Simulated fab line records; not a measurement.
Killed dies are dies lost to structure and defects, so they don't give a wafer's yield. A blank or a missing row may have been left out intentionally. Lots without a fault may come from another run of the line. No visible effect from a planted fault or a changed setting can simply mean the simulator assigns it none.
Chamber matching / flow n5 finfet / 4 sister chambers for N5_BEOL_M5_STRIP_64 on rie diel-02
The step strips in CF4. 22 wafers are shown with their chamber, then 11 later ones without.

== WAFERS WITH THEIR CHAMBER ==
wafer=L074.1; chamber=3; drypump motor current A (A)=4.7; showerhead plenum p Torr (Torr)=1.79; oes product au (a.u.)=0.73
wafer=L074.4; chamber=2; drypump motor current A (A)=5.6; showerhead plenum p Torr (Torr)=1.80; oes product au (a.u.)=0.74
wafer=L074.5; chamber=3; drypump motor current A (A)=4.8; showerhead plenum p Torr (Torr)=1.79; oes product au (a.u.)=0.73
wafer=L077.1; chamber=0; drypump motor current A (A)=6.0; showerhead plenum p Torr (Torr)=1.77; oes product au (a.u.)=0.70
wafer=L077.5; chamber=2; drypump motor current A (A)=5.6; showerhead plenum p Torr (Torr)=1.80; oes product au (a.u.)=0.74
wafer=L077.6; chamber=3; drypump motor current A (A)=4.7; showerhead plenum p Torr (Torr)=1.78; oes product au (a.u.)=0.72
wafer=L083.1; chamber=1; drypump motor current A (A)=5.9; showerhead plenum p Torr (Torr)=1.91; oes product au (a.u.)=0.90
wafer=L083.2; chamber=2; drypump motor current A (A)=5.6; showerhead plenum p Torr (Torr)=1.79; oes product au (a.u.)=0.73
wafer=L083.5; chamber=1; drypump motor current A (A)=5.9; showerhead plenum p Torr (Torr)=1.91; oes product au (a.u.)=0.90
wafer=L081.1; chamber=0; drypump motor current A (A)=6.0; showerhead plenum p Torr (Torr)=1.77; oes product au (a.u.)=0.69
wafer=L081.2; chamber=3; drypump motor current A (A)=4.8; showerhead plenum p Torr (Torr)=1.78; oes product au (a.u.)=0.72
wafer=L081.5; chamber=0; drypump motor current A (A)=6.0; showerhead plenum p Torr (Torr)=1.77; oes product au (a.u.)=0.70
wafer=L082.2; chamber=2; drypump motor current A (A)=5.6; showerhead plenum p Torr (Torr)=1.79; oes product au (a.u.)=0.73
wafer=L082.4; chamber=0; drypump motor current A (A)=6.0; showerhead plenum p Torr (Torr)=1.77; oes product au (a.u.)=0.69
wafer=L082.5; chamber=1; drypump motor current A (A)=5.9; showerhead plenum p Torr (Torr)=1.91; oes product au (a.u.)=0.89
wafer=L084.1; chamber=1; drypump motor current A (A)=5.9; showerhead plenum p Torr (Torr)=1.91; oes product au (a.u.)=0.89
wafer=L084.4; chamber=0; drypump motor current A (A)=6.0; showerhead plenum p Torr (Torr)=1.77; oes product au (a.u.)=0.69
wafer=L084.5; chamber=0; drypump motor current A (A)=6.0; showerhead plenum p Torr (Torr)=1.77; oes product au (a.u.)=0.69
wafer=L087.3; chamber=3; drypump motor current A (A)=4.8; showerhead plenum p Torr (Torr)=1.78; oes product au (a.u.)=0.71
wafer=L087.5; chamber=1; drypump motor current A (A)=5.9; showerhead plenum p Torr (Torr)=1.91; oes product au (a.u.)=0.89
wafer=L087.6; chamber=2; drypump motor current A (A)=5.6; showerhead plenum p Torr (Torr)=1.79; oes product au (a.u.)=0.72
wafer=L085.2; chamber=3; drypump motor current A (A)=4.7; showerhead plenum p Torr (Torr)=1.78; oes product au (a.u.)=0.71

SIGNATURES (averages over the wafers above)
reading=drypump motor current A; chamber 0=6.000; chamber 1=5.900; chamber 2=5.600; chamber 3=4.750; scatter within a chamber=0.0289
reading=showerhead plenum p Torr; chamber 0=1.7700; chamber 1=1.9100; chamber 2=1.7940; chamber 3=1.7833; scatter within a chamber=0.00375
reading=oes product au; chamber 0=0.6933; chamber 1=0.8940; chamber 2=0.7320; chamber 3=0.7200; scatter within a chamber=0.0072
Rule: distance of a wafer from a chamber = root of the sum over the readings of ((wafer's reading minus chamber's mean) / reading's scatter) squared. If the next closest chamber is less than 2 further off than the closest, the wafer can't be placed; otherwise it belongs to the closest. The scatter: take each reading less its chamber's mean, square it, sum over the shown wafers, divide by the number of wafers less the number of chambers, and take the root.

== WAFERS WITHOUT THEIR CHAMBER ==
wafer=L085.5; drypump motor current A (A)=6.0; showerhead plenum p Torr (Torr)=1.77; oes product au (a.u.)=0.68
wafer=L085.6; drypump motor current A (A)=4.8; showerhead plenum p Torr (Torr)=1.78; oes product au (a.u.)=0.70
wafer=L086.1; drypump motor current A (A)=5.7; showerhead plenum p Torr (Torr)=1.79; oes product au (a.u.)=0.73
wafer=L086.3; drypump motor current A (A)=5.9; showerhead plenum p Torr (Torr)=1.91; oes product au (a.u.)=0.88
wafer=L086.4; drypump motor current A (A)=4.7; showerhead plenum p Torr (Torr)=1.78; oes product au (a.u.)=0.71
wafer=L093.1; drypump motor current A (A)=4.8; showerhead plenum p Torr (Torr)=1.77; oes product au (a.u.)=0.70
wafer=L093.4; drypump motor current A (A)=4.8; showerhead plenum p Torr (Torr)=1.77; oes product au (a.u.)=0.70
wafer=L093.6; drypump motor current A (A)=5.9; showerhead plenum p Torr (Torr)=1.90; oes product au (a.u.)=0.88
wafer=L095.3; drypump motor current A (A)=4.7; showerhead plenum p Torr (Torr)=1.77; oes product au (a.u.)=0.70
wafer=L095.5; drypump motor current A (A)=4.8; showerhead plenum p Torr (Torr)=1.77; oes product au (a.u.)=0.70
wafer=L095.6; drypump motor current A (A)=5.6; showerhead plenum p Torr (Torr)=1.79; oes product au (a.u.)=0.71

== WHICH CHAMBER EACH ONE RAN IN ==
wafer=L085.5; from the rows above=0; in truth=0
wafer=L085.6; from the rows above=3; in truth=3
wafer=L086.1; from the rows above=2; in truth=2
wafer=L086.3; from the rows above=1; in truth=1
wafer=L086.4; from the rows above=3; in truth=3
wafer=L093.1; from the rows above=3; in truth=3
wafer=L093.4; from the rows above=3; in truth=3
wafer=L093.6; from the rows above=1; in truth=1
wafer=L095.3; from the rows above=3; in truth=3
wafer=L095.5; from the rows above=3; in truth=3
wafer=L095.6; from the rows above=2; in truth=2
Placed correctly: 11 of 11. Can't be placed from these rows: 0. 0 placed wrongly.
